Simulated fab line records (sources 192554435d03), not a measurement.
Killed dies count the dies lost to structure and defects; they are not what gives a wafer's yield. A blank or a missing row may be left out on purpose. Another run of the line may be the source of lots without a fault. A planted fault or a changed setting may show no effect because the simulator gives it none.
Matching of chambers / flow n5 finfet / N5_FIN_SAQP_STRIP_77 on rie diel-05 has 4 sister chambers
The step strips in N2/H2, time 90 s. 16 wafers are shown with their chamber, then 8 later ones without.

## WAFERS PAIRED WITH THEIR CHAMBERS
wafer=L075.3; chamber=2; showerhead plenum p Torr (Torr)=3.29; drypump motor current A (A)=6.3; oes product au (a.u.)=0.80
wafer=L075.5; chamber=0; showerhead plenum p Torr (Torr)=3.32; drypump motor current A (A)=5.8; oes product au (a.u.)=0.68
wafer=L075.6; chamber=3; showerhead plenum p Torr (Torr)=3.61; drypump motor current A (A)=6.0; oes product au (a.u.)=0.90
wafer=L078.1; chamber=2; showerhead plenum p Torr (Torr)=3.28; drypump motor current A (A)=6.3; oes product au (a.u.)=0.79
wafer=L078.3; chamber=3; showerhead plenum p Torr (Torr)=3.60; drypump motor current A (A)=6.0; oes product au (a.u.)=0.90
wafer=L078.5; chamber=3; showerhead plenum p Torr (Torr)=3.60; drypump motor current A (A)=6.0; oes product au (a.u.)=0.89
wafer=L079.4; chamber=3; showerhead plenum p Torr (Torr)=3.60; drypump motor current A (A)=6.0; oes product au (a.u.)=0.88
wafer=L079.5; chamber=0; showerhead plenum p Torr (Torr)=3.31; drypump motor current A (A)=5.8; oes product au (a.u.)=0.67
wafer=L079.6; chamber=3; showerhead plenum p Torr (Torr)=3.60; drypump motor current A (A)=6.0; oes product au (a.u.)=0.89
wafer=L082.1; chamber=3; showerhead plenum p Torr (Torr)=3.60; drypump motor current A (A)=6.0; oes product au (a.u.)=0.88
wafer=L082.4; chamber=1; showerhead plenum p Torr (Torr)=3.18; drypump motor current A (A)=6.5; oes product au (a.u.)=0.67
wafer=L082.6; chamber=2; showerhead plenum p Torr (Torr)=3.28; drypump motor current A (A)=6.3; oes product au (a.u.)=0.79
wafer=L086.2; chamber=3; showerhead plenum p Torr (Torr)=3.59; drypump motor current A (A)=5.9; oes product au (a.u.)=0.87
wafer=L086.3; chamber=0; showerhead plenum p Torr (Torr)=3.30; drypump motor current A (A)=5.8; oes product au (a.u.)=0.67
wafer=L086.6; chamber=3; showerhead plenum p Torr (Torr)=3.59; drypump motor current A (A)=5.9; oes product au (a.u.)=0.86
wafer=L089.2; chamber=0; showerhead plenum p Torr (Torr)=3.30; drypump motor current A (A)=5.8; oes product au (a.u.)=0.66

SIGNATURES (means of the wafers above)
reading=showerhead plenum p Torr; chamber 0=3.3075; chamber 1=3.1800; chamber 2=3.2833; chamber 3=3.5987; scatter within a chamber=0.00724
reading=drypump motor current A; chamber 0=5.800; chamber 1=6.500; chamber 2=6.300; chamber 3=5.975; scatter within a chamber=0.0354
reading=oes product au; chamber 0=0.6700; chamber 1=0.6700; chamber 2=0.7933; chamber 3=0.8838; scatter within a chamber=0.0117
Rule: a wafer's distance from a chamber is the root of the sum, over the readings, of the square of ((its reading less the chamber's mean) divided by the reading's scatter). The wafer belongs to the nearest chamber; if the next one is less than 2 further off, it can't be placed. The scatter: take each reading less its chamber's mean, square it, sum over the shown wafers, divide by the number of wafers less the number of chambers, and take the root.

## WAFERS MISSING THEIR CHAMBER
wafer=L089.4; showerhead plenum p Torr (Torr)=3.27; drypump motor current A (A)=6.3; oes product au (a.u.)=0.76
wafer=L089.5; showerhead plenum p Torr (Torr)=3.59; drypump motor current A (A)=6.0; oes product au (a.u.)=0.86
wafer=L091.2; showerhead plenum p Torr (Torr)=3.27; drypump motor current A (A)=6.3; oes product au (a.u.)=0.76
wafer=L091.3; showerhead plenum p Torr (Torr)=3.59; drypump motor current A (A)=6.0; oes product au (a.u.)=0.84
wafer=L091.5; showerhead plenum p Torr (Torr)=3.59; drypump motor current A (A)=6.0; oes product au (a.u.)=0.85
wafer=L092.2; showerhead plenum p Torr (Torr)=3.17; drypump motor current A (A)=6.5; oes product au (a.u.)=0.66
wafer=L092.4; showerhead plenum p Torr (Torr)=3.58; drypump motor current A (A)=5.9; oes product au (a.u.)=0.84
wafer=L092.6; showerhead plenum p Torr (Torr)=3.17; drypump motor current A (A)=6.5; oes product au (a.u.)=0.66

## EACH ONE'S CHAMBER
wafer=L089.4; from the rows above=2; in truth=2
wafer=L089.5; from the rows above=3; in truth=3
wafer=L091.2; from the rows above=2; in truth=2
wafer=L091.3; from the rows above=3; in truth=3
wafer=L091.5; from the rows above=3; in truth=3
wafer=L092.2; from the rows above=1; in truth=1
wafer=L092.4; from the rows above=3; in truth=3
wafer=L092.6; from the rows above=1; in truth=1
8 of 8 placed correctly. From these rows, 0 cannot be placed. Placed wrongly: 0.
